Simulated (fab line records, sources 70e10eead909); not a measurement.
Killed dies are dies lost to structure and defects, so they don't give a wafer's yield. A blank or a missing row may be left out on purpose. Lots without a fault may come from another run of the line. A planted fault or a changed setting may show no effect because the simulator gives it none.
Which tool did it? | flow nand_harc | 15 lots, 42 wafers sampled, at 5 steps of a route of 1159

WHAT THE GAUGES READ, wafer by wafer
NHARC_A_ZERO_WELL_INSPECT_17. Usual: raw_defect_count 12, standard deviation 5.9.
lot  | measured     | on                | raw_defect_count | flag
L330 | day 6 13:23  | defect_inspect-02 | 10 9 5           |
L331 | day 6 13:53  | defect_inspect-02 | 19 10 19         |
L333 | day 7 08:09  | defect_inspect-02 | 8 16 8           |
L332 | day 7 09:31  | defect_inspect-01 | 12 6 19          |
L336 | day 7 23:33  | defect_inspect-02 | 8 18 14          |
L337 | day 8 10:29  | defect_inspect-02 | 12 11            |
L338 | day 8 16:24  | defect_inspect-02 | 12 4             |
L340 | day 9 06:33  | defect_inspect-01 | 9 23 26          |
L343 | day 9 21:35  | defect_inspect-02 | 13 7             |
L345 | day 10 12:34 | defect_inspect-02 | 8 17 13          |
L346 | day 10 23:47 | defect_inspect-02 | 14 4 9           |
L349 | day 11 03:26 | defect_inspect-02 | 5 6 3            |
L350 | day 11 15:49 | defect_inspect-02 | 17 16 21         |
L352 | day 11 23:36 | defect_inspect-02 | 10 11 10         |
L353 | day 12 05:35 | defect_inspect-02 | 10 9 11          |

NHARC_A_ONON_D1_THK_MEAS_02: measures by ellipsometry. Usual: thk_nm 1003 nm, standard deviation 7.
lot  | measured     | on            | thk_nm (nm)    | flag
L330 | day 7 14:56  | film_metro-02 | 1001 998 1001  |
L331 | day 7 14:37  | film_metro-01 | 1018 1016 1017 |
L333 | day 8 07:44  | film_metro-02 | 999 1001 1001  |
L332 | day 8 07:44  | film_metro-01 | 1012 1012 1011 |
L336 | day 8 21:46  | film_metro-01 | 1014 1014 1014 |
L337 | day 9 07:28  | film_metro-01 | 1001 755       | OFF
L338 | day 9 14:16  | film_metro-02 | 765 766        | OFF
L340 | day 10 04:01 | film_metro-02 | 1008 1006 1008 |
L343 | day 10 22:09 | film_metro-01 | 1002 761       | OFF
L345 | day 11 11:58 | film_metro-01 | 1004 1003 1004 |
L346 | day 11 23:56 | film_metro-01 | 1008 1011 1010 |
L349 | day 11 23:59 | film_metro-02 | 999 996 997    |
L350 | day 12 11:58 | film_metro-01 | 995 994 994    |
L352 | day 12 21:27 | film_metro-01 | 1003 1001 1002 |
L353 | day 13 04:47 | film_metro-02 | 1013 1014 1013 |

NHARC_A_ONON_D1_THK_MEAS_21: measures by ellipsometry. Usual: thk_nm 1000 nm, standard deviation 9.2.
lot  | measured     | on            | thk_nm (nm)    | flag
L330 | day 8 00:40  | film_metro-02 | 993 994 993    |
L331 | day 8 00:40  | film_metro-02 | 1009 1010 1008 |
L333 | day 8 17:41  | film_metro-02 | 997 997 996    |
L332 | day 8 17:41  | film_metro-02 | 1021 1022 1023 |
L336 | day 9 08:11  | film_metro-01 | 985 985 983    |
L337 | day 9 17:55  | film_metro-02 | 994 993        |
L338 | day 10 00:17 | film_metro-02 | 1011 1010      |
L340 | day 10 14:02 | film_metro-01 | 1016 1014 1016 |
L343 | day 11 09:23 | film_metro-02 | 997 995        |
L345 | day 11 23:32 | film_metro-02 | 1012 1010 1012 |
L346 | day 12 10:19 | film_metro-02 | 1003 1002 1004 |
L349 | day 12 10:19 | film_metro-01 | 989 988 989    |
L350 | day 12 23:47 | film_metro-01 | 998 999 999    |
L352 | day 13 08:23 | film_metro-01 | 998 996 998    |
L353 | day 13 19:10 | film_metro-02 | 997 997 996    |

WHICH TOOL RAN EACH LOT (tool, then ch and the chambers of the sampled wafers, then the start)
lot  | NHARC_P_BONDPAD_DEGAS_25     | NHARC_A_ONON_D1_DEP_00
L330 | pvd_sputter-01, day 6 08:50  | pecvd_onon-04 ch 0, day 7 14:29
L331 | pvd_sputter-03, day 6 09:28  | pecvd_onon-01 ch 0, day 7 14:13
L333 | pvd_sputter-02, day 7 03:44  | pecvd_onon-03 ch 0, day 8 07:13
L332 | pvd_sputter-03, day 7 05:08  | pecvd_onon-04 ch 0, day 8 07:13
L336 | pvd_sputter-02, day 7 18:57  | pecvd_onon-01 ch 0, day 8 21:22
L337 | pvd_sputter-01, day 8 06:04  | pecvd_onon-03 ch 0, day 9 06:58
L338 | pvd_sputter-02, day 8 11:44  | pecvd_onon-03 ch 0, day 9 13:48
L340 | pvd_sputter-02, day 9 02:14  | pecvd_onon-01 ch 0, day 10 03:33
L343 | pvd_sputter-03, day 9 17:03  | pecvd_onon-03 ch 0, day 10 21:38
L345 | pvd_sputter-01, day 10 07:19 | pecvd_onon-01 ch 0, day 11 11:34
L346 | pvd_sputter-01, day 10 19:31 | pecvd_onon-01 ch 0, day 11 23:29
L349 | pvd_sputter-01, day 10 22:59 | pecvd_onon-04 ch 0, day 11 23:28
L350 | pvd_sputter-01, day 11 11:22 | pecvd_onon-04 ch 0, day 12 11:27
L352 | pvd_sputter-01, day 11 19:08 | pecvd_onon-01 ch 0, day 12 21:00
L353 | pvd_sputter-03, day 12 01:17 | pecvd_onon-01 ch 0, day 13 04:17
- NHARC_P_BONDPAD_DEGAS_25: time 60 s.
- NHARC_A_ONON_D1_DEP_00: target thk 1000 nm.

WHAT THE TOOLS THEMSELVES READ (means of the sampled wafers that have a number; where no wafer has one, the mark that the record gives instead)
NHARC_P_BONDPAD_DEGAS_25. Usual: heater_power_w 475 W, standard deviation 43.
lot  | tool           | heater_power_w (W) | flag
L330 | pvd_sputter-01 | 453                |
L331 | pvd_sputter-03 | 485                |
L333 | pvd_sputter-02 | 473                |
L332 | pvd_sputter-03 | 451                |
L336 | pvd_sputter-02 | 480                |
L337 | pvd_sputter-01 | 483                |
L338 | pvd_sputter-02 | 478                |
L340 | pvd_sputter-02 | 466                |
L343 | pvd_sputter-03 | 434                |
L345 | pvd_sputter-01 | 495                |
L346 | pvd_sputter-01 | 497                |
L349 | pvd_sputter-01 | 459                |
L350 | pvd_sputter-01 | 461                |
L352 | pvd_sputter-01 | 494                |
L353 | pvd_sputter-03 | 483                |

THE ANSWER, worked out from the rows above alone
Rule: a lot is off if the mean of its wafers that have a number lies more than 3 standard deviations from the usual mean. A lot without any number at a reading at which 4 lots or more have one is off too. The other lots that the step has rows for count as sound. The gauges are gone through in route order, then the tools' own readings, and for those a lot's mean is taken as printed above. The first step at which some lot is off is used, and at that step the reading that is off furthest; a lot without a number counts as furthest.
Off: L337, L338, L343, at NHARC_A_ONON_D1_THK_MEAS_02 (thk_nm).
A tool fits if, at a process step before that reading, it ran every lot that is off, and no sound lot after the first of them. The gauges at NHARC_A_ONON_D1_THK_MEAS_02 are tried like those tools. One fits: pecvd_onon-03 at NHARC_A_ONON_D1_DEP_00. Its last sound lot is L333 (day 8 07:13), its first lot that is off L337 (day 9 06:58): a fault that began between those two fits.

WHAT THE SIMULATOR HAD PUT IN
Process parameter drift: pecvd_onon-03, from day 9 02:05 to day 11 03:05, at NHARC_A_ONON_D1_DEP_00. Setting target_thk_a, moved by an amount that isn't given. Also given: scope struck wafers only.
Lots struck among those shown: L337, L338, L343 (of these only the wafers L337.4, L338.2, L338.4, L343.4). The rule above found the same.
